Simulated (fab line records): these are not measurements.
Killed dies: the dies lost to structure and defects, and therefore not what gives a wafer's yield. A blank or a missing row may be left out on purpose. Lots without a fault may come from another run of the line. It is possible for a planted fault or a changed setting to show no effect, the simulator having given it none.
8D (eight disciplines) problem report, filled in by code | flow nand harc | the parts of the form that need people (team, actions taken, sign-off) are left out

1. WHAT IS WRONG
Wafers without a fault read 26, standard deviation 10; killed at array at NHARC_END_SORT_01 reads a mean of 86 on 2 wafers belonging to 2 lots. Measured from the usual mean, that is +6.0 standard deviations.
The first sign was on wafer L785.5 at day 21 22:21, on prober-02. The record holds 6 wafers of 2 lots with a number at this step. The rule behind "out" and "out of limits": a value lying over 4 standard deviations away from the usual mean. All remaining wafers that have a number are taken as sound.

2. WHAT IT IS, WHAT IT ISN'T
question                    | is                           | is not
which readings at this step | killed at array, killed dies | killed at other, killed at periphery, killed open, killed short
which lots                  | L785, L786                   | -
which wafers of those lots  | L785.5, L786.5               | L785.4, L785.6, L786.2, L786.3
read on which gauges        | prober-01, prober-02         | -
when                        | from day 21 22:21            | up to then (1 sound wafer); but 3 sound wafers of L785, L786 came after

3. THE SUSPECTS, EACH WITH WHAT RULES IT OUT
Counting: a tool at a process step up to the reading stays a suspect if it ran every lot that is out. Sound lots after the first of them don't rule it out here, since some wafers of a struck lot are sound.
- the gauge at NHARC_END_SORT_01 has been ruled out. Those wafers that are out were read across 2 gauges (prober-01, prober-02).
- har cap etch-01 at NHARC_A_CONTACT_ETCH_116 (etches the open film in C4F8/O2/Ar, time 94 s, target depth 922 nm): kept. It ran every lot that is out, first L785 (day 19 01:26).
- Within har cap etch-01 at NHARC_A_CONTACT_ETCH_116, the wafers that are out were processed in chamber 0 and their sound lot-mates in chamber 1.
The count leaves har cap etch-01 at NHARC_A_CONTACT_ETCH_116.

4. THE CAUSE (what the simulator had put in)
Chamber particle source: har cap etch-01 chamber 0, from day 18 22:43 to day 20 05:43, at NHARC_A_CONTACT_ETCH_116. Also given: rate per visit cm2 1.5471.
The count eliminated every tool but this one.

5. THE CHAIN OF EFFECTS, in route order
Each row: a reading where the mean over the struck wafers with a number is more than 3 standard deviations away from the usual. Only readings for which the record gives a usual standard deviation are gone through. hours: the time from each lot's start at the first step in this table that gives one to its start at this step, as a median over the lots. sigmas: the change in usual standard deviations.
hours | step              | reading         | usual | on struck wafers | change | sigmas
0     | NHARC_END_SORT_01 | killed at array | 26    | 86               | +60    | +6.0
0     | NHARC_END_SORT_01 | killed dies     | 29    | 88               | +60    | +5.4

6. HOW IT WOULD HAVE BEEN CAUGHT EARLIER
72 hours passed between the start of the fault at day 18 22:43 and the first reading out of limits at a measuring or inspecting step in this record, taken at day 21 22:21.
No tool reading at NHARC_A_CONTACT_ETCH_116 that has a usual standard deviation in the record was out on any struck wafer, so an alarm limit of 4 standard deviations on those readings would not have fired.
By day 21 22:21, every lot that is out (2) had started NHARC_A_CONTACT_ETCH_116 on har cap etch-01. None of them would have been spared by holding the tool at that moment.
